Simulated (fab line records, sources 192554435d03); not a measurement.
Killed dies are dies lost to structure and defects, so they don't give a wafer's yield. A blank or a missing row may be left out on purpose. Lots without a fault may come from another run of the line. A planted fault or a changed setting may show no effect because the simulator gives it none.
fab line records | flow n5_finfet
record lots=7 wafers=39
route steps=1938 shown ZERO_LAYER@11 SD_EPI_N@273 HKMG_FIN@438 BEOL_M0_SAQP@658 BEOL_M3@931
start_h: hours from the record's first day to the start of the lot's first wafer shown | wait_h: hours since the lot's step before | " the same as in the row above | L1.1+2: a row that stands for several wafers | - no value, or no start given | * or withheld: withheld | < > ~ a bound
route shown NAME@n: a module of which the file shows steps, and the number in the route of the first | usual: mean/standard deviation of fault-free wafers | same: alike in all rows | chamber/n: place in a boat | sites: the reading at each site | _std_site: their standard deviation | _edge_site: outer sites' mean less inner sites' | radius_mm: how far each site lies from the wafer's centre | mask NAME#n: copy n | behind: the tool/chamber that last shaped the wafer | hold: why the lot was held/for how many hours/how that ended | device: the transistor (n, p or np) that didn't switch | end of line: the same wafers' tests at the end of the route | a step without rows: its recipe alone | killed: dies lost to structure and defects at the first sort, not the wafer's yield | map: a wafer's dies, x killed, . not, _ none there
set.NAME: the setting as run; set.NAME@STEP: as run at that earlier step | model.NAME: the simulator's own value behind a step, which no gauge read
lots whose settings were changed on purpose; a table a step, a row a wafer
## steps
# step N5_ZERO_LAYER_DEVELOP_10
# recipe develop_time_s=60 rinse_liquid=diw dry=air_spin dev_temp_c=21
# columns lot.wafer tool chamber start_h wait_h set.develop_time_s
L074.1+2+3 litho_track-01 0 - - 60
L074.4+5+6 " 0 " " 81.55
L078.1+5+6 litho_track-01 0 - - 60
L078.2+3+4 " 0 " " 91.35
L080.1+2+3 litho_track-01 0 - - 60
L083.1+3+5 litho_track-04 0 - - 60
L083.2+4+6 " 0 " " 72.07
L086.1+2+3+4+5+6 litho_track-02 0 - - 60
L091.1+5+6 litho_track-02 0 - - 33.04
L091.2+3+4 " 0 " " 60
L094.1+2+3+4+5+6 litho_track-04 0 - - 60
# step N5_ZERO_LAYER_HARDBAKE_23
# recipe temp_c=130 time_s=120
# step N5_ZERO_LAYER_CD_MEAS_11
# recipe target_cd_nm=2000 landing_energy_ev=500 detector=se_inlens
# usual cd_nm=2000.2/1.7
# columns lot.wafer tool chamber start_h wait_h set.develop_time_s@ZERO_LAYER_DEVELOP_10 cd_nm
L074.1 cd_sem-02 0 12.64 - 60 1999.8
L074.2 " 0 " " 60 1999.7
L074.3 " 0 " " 60 1999.7
L074.4 " 0 " " 81.55 2006.0
L074.5 " 0 " " 81.55 2005.7
L074.6 " 0 " " 81.55 2005.4
L078.1 cd_sem-02 0 36.66 - 60 2002.9
L078.2 " 0 " " 91.35 2010.9
L078.3 " 0 " " 91.35 2011.6
L078.4 " 0 " " 91.35 2012.2
L078.5 " 0 " " 60 2001.4
L078.6 " 0 " " 60 2003.6
L080.1 cd_sem-02 0 48.79 - 60 2000.3
L080.2 " 0 " " 60 1999.2
L080.3 " 0 " " 60 1997.8
L083.1 cd_sem-03 0 66.66 - 60 2000.4
L083.2 " 0 " " 72.07 2002.6
L083.3 " 0 " " 60 2000.8
L083.4 " 0 " " 72.07 2005.1
L083.5 " 0 " " 60 2000.2
L083.6 " 0 " " 72.07 2001.9
L086.1 cd_sem-01 0 84.64 - 60 1998.4
L086.2 " 0 " " 60 2000.4
L086.3 " 0 " " 60 1998.8
L086.4 " 0 " " 60 2000.1
L086.5 " 0 " " 60 2001.6
L086.6 " 0 " " 60 1998.3
L091.1 cd_sem-02 0 114.64 - 33.04 1986.8
L091.2 " 0 " " 60 2000.1
L091.3 " 0 " " 60 2000.3
L091.4 " 0 " " 60 2001.1
L091.5 " 0 " " 33.04 1987.2
L091.6 " 0 " " 33.04 1985.4
L094.1 cd_sem-03 0 132.77 - 60 2000.2
L094.2 " 0 " " 60 1999.6
L094.3 " 0 " " 60 1997.3
L094.4 " 0 " " 60 1998.8
L094.5 " 0 " " 60 1998.6
L094.6 " 0 " " 60 2000.6
# step N5_ZERO_LAYER_DESCUM_16
# recipe chemistry=O2 time_s=7.9 source_power_w=50 bias_power_w=20 pressure_mtorr=20 rf_frequency_hz=2.712e+07 temp_c=40 o2_flow_sccm=225
# columns lot.wafer tool chamber start_h wait_h set.develop_time_s@ZERO_LAYER_DEVELOP_10 model.ZERO_LAYER.cd_nm
L074.1+3 rie_diel-02 0,3 12.81 0.2 60 2000
L074.2 " 1 " " 60 1999
L074.4+5 " 2,1 " " 81.55 2006
L074.6 " 0 " " 81.55 2005
L078.1+6 rie_diel-03 1,3 36.70 0.0 60 2003
L078.2 " 2 " " 91.35 2011
L078.3 " 0 " " 91.35 2012
L078.4 " 3 " " 91.35 2013
L078.5 " 0 " " 60 2002
L080.1 rie_diel-04 1 49.02 0.2 60 2000
L080.2 " 3 " " 60 1999
L080.3 " 2 " " 60 1998
L083.1 rie_diel-02 3 67.05 0.4 60 -
L083.2+6 " 0,1 " " 72.07 2002
L083.3 " 1 " " 60 2001
L083.4 " 2 " " 72.07 2005
L083.5 " 2 " " 60 2000
L086.1+6 rie_diel-02 3,2 84.69 0.0 60 1998
L086.2+4 " 0,2 " " 60 2000
L086.3 " 1 " " 60 1999
L086.5 " 3 " " 60 2002
L091.1+6 rie_diel-02 1 114.68 0.0 33.04 1986
L091.2+3 " 2,0 " " 60 2000
L091.4 " 3 " " 60 2001
L091.5 " 0 " " 33.04 1987
L094.1+2+6 rie_diel-03 1,3,0 132.81 0.0 60 2000
L094.3 " 0 " " 60 1997
L094.4+5 " 2,3 " " 60 1999
# step N5_SD_EPI_N_DESCUM_14
# recipe chemistry=O2 time_s=7.9 source_power_w=50 bias_power_w=20 pressure_mtorr=20 rf_frequency_hz=2.712e+07 temp_c=40 resist=CAR-ArF-block o2_flow_sccm=225
# columns lot.wafer tool chamber start_h wait_h set.time_s model.CAR-ArF-block_of_SD_EPI_N_COAT_03.thk_nm
L074.1 rie_diel-01 0 49.73 0.0 7.9 143.4
L074.2 " 2 " " 9.758 142.4
L074.3+4 " 3,0 " " 7.9 143.6
L074.5 " 3 " " 9.758 142.2
L074.6 " 2 " " 9.758 143
L078.1 rie_diel-06 1 75.61 0.0 7.9 143.8
L078.2 " 2 " " 4.518 145.6
L078.3 " 0 " " 7.9 143.4
L078.4 " 3 " " 4.518 146
L078.5 " 3 " " 7.9 143.6
L078.6 " 2 " " 4.518 145.8
L080.1+2+3 rie_diel-01 0,3,2 88.45 0.0 7.9 143.8
L083.1 rie_diel-06 1 102.85 0.0 7.9 143.2
L083.2 " 0 " " 9.383 142.2
L083.3 " 3 " " 9.383 142.4
L083.4 " 2 " " 7.9 143
L083.5 " 3 " " 7.9 142.8
L083.6 " 0 " " 9.383 142.6
L086.1+5 rie_diel-05 3,2 122.76 0.0 6.345 144.2
L086.2 " 2 " " 7.9 143.4
L086.3+6 " 2,3 " " 7.9 143.6
L086.4 " 3 " " 6.345 144.4
L091.1 rie_diel-05 0 151.85 0.1 11.89 140.8
L091.2 " 3 " " 7.9 143.2
L091.3 " 2 " " 7.9 143
L091.4 " 1 " " 11.89 140.4
L091.5 " 3 " " 11.89 140.6
L091.6 " 2 " " 7.9 142.8
L094.1+6 rie_diel-06 1,0 169.26 0.0 7.9 143.4
L094.2 " 0 " " 3.852 146
L094.3 " 3 " " 7.9 142.8
L094.4 " 2 " " 3.852 145.8
L094.5 " 3 " " 3.852 146.2
# step N5_HKMG_FIN_ETCH_35
# recipe chemistry=N2/H2 target=SOC target_depth_a=2158 ion_energy_ev=65 bias_w=5 source_w=3000 time_s=243.4 pressure_mtorr=30 n2_flow_sccm=200 h2_flow_sccm=200
# columns lot.wafer tool chamber start_h wait_h set.time_s model.SOC_of_HKMG_FIN_COAT_29.thk_nm model.HKMG_FIN.feature_depth_nm model.etch.depth_nm
L074.1 rie_diel-01 0 76.26 0.0 182.6 140 158.6 158.5
L074.2 " 3 " " 243.4 84.2 214.8 214.9
L074.3 " 2 " " 182.6 134.2 164.4 164.4
L074.4 " 1 " " 243.4 84.2 215 214.9
L074.5 " 3 " " 243.4 83.8 215.6 215.6
L074.6 " 2 " " 182.6 135.2 164.4 164.4
L078.1 rie_diel-06 0 103.82 0.0 243.4 80.8 218.2 218.2
L078.2 " 2 " " 312.2 24.6 274.4 274.4
L078.3 " 3 " " 243.4 84 214.6 214.5
L078.4 " 1 " " 243.4 80.8 218 218
L078.5 " 0 " " 312.2 13.8 283.6 283.6
L078.6 " 1 " " 312.2 20.6 278 277.9
L080.1 rie_diel-01 2 115.36 0.0 243.4 86 213.8 213.9
L080.2 " 0 " " 243.4 90 210.2 210.2
L080.3 " 1 " " 243.4 90 210.6 210.6
L083.1 rie_diel-01 0 130.58 0.0 243.4 87.8 211.8 211.7
L083.2 " 3 " " 243.4 87.2 212.2 212.1
L083.3 " 1 " " 243.4 88.2 211 210.9
L083.4 " 2 " " 243.4 83.4 215.6 215.5
L083.5 " 1 " " 243.4 89 211 211
L083.6 " 0 " " 243.4 90 209.6 209.5
L086.1 rie_diel-05 0 151.53 0.0 198.1 124.6 174.6 174.7
L086.2 " 3 " " 243.4 81.8 217.4 217.5
L086.3 " 2 " " 198.1 120.8 179.2 179.2
L086.4 " 1 " " 243.4 78.6 221.6 221.6
L086.5 " 1 " " 198.1 121 179.4 179.4
L086.6 " 2 " " 243.4 78.8 220.4 220.4
L091.1 rie_diel-06 3 178.79 0.0 243.4 87.2 213.6 213.6
L091.2 " 2 " " 243.4 87 213.2 213.3
L091.3 " 1 " " 243.4 84.8 214.4 214.4
L091.4 " 0 " " 243.4 81 219.4 219.3
L091.5 " 2 " " 243.4 87.2 212.2 212.3
L091.6 " 3 " " 243.4 85.8 213.4 213.5
L094.1 rie_diel-06 1 195.14 0.0 243.4 83.2 218.4 218.4
L094.2 " 3 " " 243.4 87.8 213.8 213.7
L094.3 " 0 " " 243.4 83.6 218.8 218.9
L094.4 " 0 " " 243.4 82.2 219.8 219.8
L094.5 " 1 " " 243.4 85 217.6 217.6
L094.6 " 3 " " 243.4 87.4 215.6 215.5
# step N5_BEOL_M0_SAQP_MANDREL_ETCH_20
# recipe target_depth_a=600 chemistry=HBr/Cl2 target=a-Si stop_on=SiNx bt_time_s=10 mask_material=SOC over_etch_frac=0.5 time_s=30 pressure_mtorr=10 icp_w=800 bias_w=75 HBr_flow_sccm=150 Cl2_flow_sccm=80 ends=end_point
# usual oes_product_au=0.769/0.013
# columns lot.wafer tool chamber start_h wait_h set.target_depth_a oes_product_au model.etch.depth_nm model.SOC_of_BEOL_M0_SAQP_COAT_81.thk_nm model.SiNx_of_BEOL_M0_SAQP_PECVD_97.thk_nm
L074.1 rie_si-03 1 106.66 0.0 600 0.753 58.88 76.2 18.2
L074.2 " 3 " " 320.2 1.002 48.74 87.2 20.6
L074.3 " 2 " " 320.2 1.026 48.2 87.2 20.6
L074.4 " 0 " " 320.2 1.001 48.44 87.4 20.6
L074.5 " 1 " " 600 0.769 60.05 76.2 18.8
L074.6 " 2 " " 600 0.787 60.26 76 18.8
L078.1 rie_si-03 3 136.57 0.0 600 0.760 59.15 76.2 18.4
L078.2 " 0 " " 600 0.772 59.89 75.8 18.2
L078.3 " 1 " " 600 0.745 58.82 76.4 18.2
L078.4 " 2 " " 600 0.794 60.34 76.2 18.8
L078.5 " 3 " " 600 0.769 59.79 76.2 18.6
L078.6 " 2 " " 600 0.778 59.35 75.6 18.8
L080.1 rie_si-04 1 145.70 0.0 600 0.786 59.53 75.8 18
L080.2 " 3 " " 600 0.773 59.57 76.4 18.4
L080.3 " 2 " " 600 0.773 60.42 76.4 18.6
L083.1 rie_si-03 0 161.56 0.0 600 0.763 59.53 76.2 17.8
L083.2 " 1 " " 445 0.906 59.49 82.2 19.6
L083.3 " 2 " " 600 0.787 59.64 76.2 18
L083.4 " 3 " " 600 0.764 59.23 76.2 18.2
L083.5 " 1 " " 445 0.915 60.76 82.2 19.6
L083.6 " 2 " " 445 0.951 60.53 82.6 19.8
L086.1 rie_si-02 2 184.35 0.0 600 0.766 59.99 75.4 18.2
L086.2 " 3 " " 600 0.755 59.42 75.6 18.2
L086.3 " 1 " " 600 0.750 58.97 76 17.8
L086.4 " 0 " " 600 0.770 59.59 75.8 18.6
L086.5 " 2 " " 600 0.766 60.1 75.4 18.2
L086.6 " 1 " " 600 0.754 59.96 76 18.6
L091.1 rie_si-03 1 210.81 0.0 600 0.748 58.75 76.8 18.4
L091.2 " 2 " " 860.7 0.648 59.34 66 12.8
L091.3 " 0 " " 600 0.769 59.03 76.8 18.2
L091.4 " 3 " " 600 0.771 60.27 76.4 18.6
L091.5 " 0 " " 860.7 0.639 60.82 66.2 13.2
L091.6 " 1 " " 860.7 0.629 60.15 66.2 13
L094.1 rie_si-04 3 226.34 0.0 315 0.995 46.44 88 20.2
L094.2 " 0 " " 315 1.008 48.07 87.4 20
L094.3 " 2 " " 600 0.755 58.83 76.2 17.8
L094.4 " 2 " " 600 0.766 59.69 76.2 18.2
L094.5 " 0 " " 315 1.009 48.26 87.6 20.4
L094.6 " 3 " " 600 0.775 59.28 76.4 18.4
# step N5_BEOL_M0_SAQP_STRIP_86
# recipe chemistry=N2/H2 power_w=500 temp_c=40 pressure_mtorr=50 rf_frequency_hz=6e+07 overash_fraction=0.3 bias_power_w=28 h2_frac=0.5 n2_flow_sccm=300 h2_flow_sccm=300
# step N5_BEOL_M0_SAQP_STRIP_115
# recipe chemistry=post_etch_residue_remover time_s=60 temp_c=25 remover_ph=withheld remover_water_wt_pct=withheld remover_fluoride_wt_pct=withheld
# step N5_BEOL_M0_SAQP_INSPECT_42
# recipe mode=adi inspect_instrument=brightfield
# usual raw_defect_count=278/89
# columns lot.wafer tool chamber start_h wait_h set.target_depth_a@BEOL_M0_SAQP_MANDREL_ETCH_20 raw_defect_count
L074.1 defect_inspect-01 - 110.65 0.1 600 241
L074.2 " - " " 320.2 2004
L074.3 " - " " 320.2 1985
L074.4 " - " " 320.2 2050
L074.5 " - " " 600 221
L074.6 " - " " 600 195
L078.1 defect_inspect-02 - 140.15 0.1 600 293
L078.2 " - " " 600 318
L078.3 " - " " 600 429
L078.4 " - " " 600 336
L078.5 " - " " 600 537
L078.6 " - " " 600 444
L080.1 defect_inspect-01 - 149.89 0.1 600 312
L080.2 " - " " 600 289
L080.3 " - " " 600 391
L083.1 defect_inspect-01 - 167.21 0.1 600 260
L083.2 " - " " 445 221
L083.3 " - " " 600 321
L083.4 " - " " 600 335
L083.5 " - " " 445 292
L083.6 " - " " 445 266
L086.1 defect_inspect-02 - 190.91 0.1 600 175
L086.2 " - " " 600 176
L086.3 " - " " 600 255
L086.4 " - " " 600 168
L086.5 " - " " 600 180
L086.6 " - " " 600 179
L091.1 defect_inspect-02 - 216.20 0.1 600 266
L091.2 " - " " 860.7 463
L091.3 " - " " 600 347
L091.4 " - " " 600 243
L091.5 " - " " 860.7 289
L091.6 " - " " 860.7 300
L094.1 defect_inspect-01 - 230.49 0.1 315 2213
L094.2 " - " " 315 2021
L094.3 " - " " 600 296
L094.4 " - " " 600 349
L094.5 " - " " 315 2073
L094.6 " - " " 600 405
# step N5_BEOL_M3_ILD_DEP_00
# recipe material=SiOC target_thk_a=790 temp_c=350 precursor=DEMS/O2 pressure_torr=5 rf_w=500 time_s=15.3
# columns lot.wafer tool chamber start_h wait_h set.target_thk_a model.SiOC_of_BEOL_M3_ILD_DEP_00.thk_nm
L074.1 pecvd-02 1 143.76 0.0 790 78
L074.2 " 0 " " 790 77.6
L074.3+4 " 2,0 " " 790 78.2
L074.5+6 " 1,2 " " 790 79
L078.1 pecvd-01 2 171.30 0.0 1067 105.8
L078.2 " 0 " " 1067 106.2
L078.3 " 1 " " 790 78
L078.4 " 1 " " 790 79.4
L078.5 " 0 " " 790 79.2
L078.6 " 2 " " 1067 107.4
L080.1 pecvd-03 1 180.06 0.0 790 77
L080.2 " 0 " " 790 78.2
L080.3 " 2 " " 790 78.4
L083.1 pecvd-03 2 197.67 0.0 477.7 47.4
L083.2 " 0 " " 477.7 47.2
L083.3 " 0 " " 477.7 48.6
L083.4 " 2 " " 790 79.8
L083.5 " 2 " " 790 79
L083.6 " 0 " " 790 80
L086.1 pecvd-03 0 220.23 0.0 790 78
L086.2 " 2 " " 790 78.6
L086.3 " 1 " " 790 78.4
L086.4 " 0 " " 790 79.6
L086.5 " 1 " " 790 80
L086.6 " 2 " " 790 80.8
L091.1 pecvd-02 1 260.07 0.0 790 79
L091.2+3 " 2,0 " " 790 78.8
L091.4 " 2 " " 790 79.4
L091.5+6 " 1,0 " " 790 80
L094.1 pecvd-01 2 262.10 0.0 790 80.2
L094.2 " 0 " " 790 79.6
L094.3 " 1 " " 790 79.2
L094.4 " 0 " " 512.3 53.2
L094.5 " 2 " " 512.3 53
L094.6 " 1 " " 512.3 52.6
# step N5_BEOL_M3_THK_MEAS_01
# recipe reads=SiOC_of_BEOL_M3_ILD_DEP_00
# usual M3_ILD_THK=79.1/0.96
# columns lot.wafer tool chamber start_h wait_h set.target_thk_a@BEOL_M3_ILD_DEP_00 M3_ILD_THK[nm]
L074.1 film_metro-02 - 143.83 0.0 790 77.9
L074.2 " - " " 790 77.5
L074.3 " - " " 790 78.1
L074.4 " - " " 790 78.3
L074.5 " - " " 790 79.1
L074.6 " - " " 790 79.0
L078.1 film_metro-02 - 171.37 0.0 1067 105.8
L078.2 " - " " 1067 106.2
L078.3 " - " " 790 78.0
L078.4 " - " " 790 79.3
L078.5 " - " " 790 79.3
L078.6 " - " " 1067 107.5
L080.1 film_metro-01 - 180.12 0.0 790 77.1
L080.2 " - " " 790 78.3
L080.3 " - " " 790 78.4
L083.1 film_metro-02 - 197.75 0.1 477.7 47.3
L083.2 " - " " 477.7 47.2
L083.3 " - " " 477.7 48.6
L083.4 " - " " 790 79.8
L083.5 " - " " 790 79.0
L083.6 " - " " 790 79.9
L086.1 film_metro-01 - 220.30 0.0 790 78.1
L086.2 " - " " 790 78.6
L086.3 " - " " 790 78.5
L086.4 " - " " 790 79.6
L086.5 " - " " 790 80.0
L086.6 " - " " 790 80.7
L091.1 film_metro-02 - 260.14 0.0 790 79.1
L091.2 " - " " 790 78.9
L091.3 " - " " 790 78.7
L091.4 " - " " 790 79.4
L091.5 " - " " 790 79.9
L091.6 " - " " 790 80.0
L094.1 film_metro-02 - 262.17 0.0 790 80.1
L094.2 " - " " 790 79.5
L094.3 " - " " 790 79.2
L094.4 " - " " 512.3 53.2
L094.5 " - " " 512.3 52.9
L094.6 " - " " 512.3 52.6
## key
split step=N5_ZERO_LAYER_DEVELOP_10 setting=develop_time_s stated=60 by=wafer
response step=N5_ZERO_LAYER_CD_MEAS_11 reading=cd_nm change=+0.212 per=1% r=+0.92
response step=N5_ZERO_LAYER_DESCUM_16 reading=model.ZERO_LAYER.cd_nm change=+0.215 per=1% r=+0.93
split step=N5_SD_EPI_N_DESCUM_14 setting=time_s stated=7.9 by=wafer
response step=N5_SD_EPI_N_DESCUM_14 reading=model.CAR-ArF-block_of_SD_EPI_N_COAT_03.thk_nm change=-0.0492 per=1% r=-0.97
split step=N5_HKMG_FIN_ETCH_35 setting=time_s stated=243.4 by=wafer
response step=N5_HKMG_FIN_ETCH_35 reading=model.SOC_of_HKMG_FIN_COAT_29.thk_nm change=-2.18 per=1% r=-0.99
response step=N5_HKMG_FIN_ETCH_35 reading=model.HKMG_FIN.feature_depth_nm change=+2.17 per=1% r=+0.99
response step=N5_HKMG_FIN_ETCH_35 reading=model.etch.depth_nm change=+2.17 per=1% r=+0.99
split step=N5_BEOL_M0_SAQP_MANDREL_ETCH_20 setting=target_depth_a stated=600 by=wafer
response step=N5_BEOL_M0_SAQP_MANDREL_ETCH_20 reading=oes_product_au change=-0.00456 per=1% r=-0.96
response step=N5_BEOL_M0_SAQP_MANDREL_ETCH_20 reading=model.etch.depth_nm shape=bent at_lowest=47.59 at_stated=59.57 at_highest=60.1
response step=N5_BEOL_M0_SAQP_MANDREL_ETCH_20 reading=model.SOC_of_BEOL_M0_SAQP_COAT_81.thk_nm change=-0.24 per=1% r=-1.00
response step=N5_BEOL_M0_SAQP_MANDREL_ETCH_20 reading=model.SiNx_of_BEOL_M0_SAQP_PECVD_97.thk_nm shape=bent at_lowest=20.2 at_stated=18.33 at_highest=13
response step=N5_BEOL_M0_SAQP_INSPECT_42 reading=raw_defect_count shape=bent at_lowest=2102 at_stated=295 at_highest=351
split step=N5_BEOL_M3_ILD_DEP_00 setting=target_thk_a stated=790 by=wafer
response step=N5_BEOL_M3_ILD_DEP_00 reading=model.SiOC_of_BEOL_M3_ILD_DEP_00.thk_nm change=+0.786 per=1% r=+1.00
response step=N5_BEOL_M3_THK_MEAS_01 reading=M3_ILD_THK change=+0.787 per=1% r=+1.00
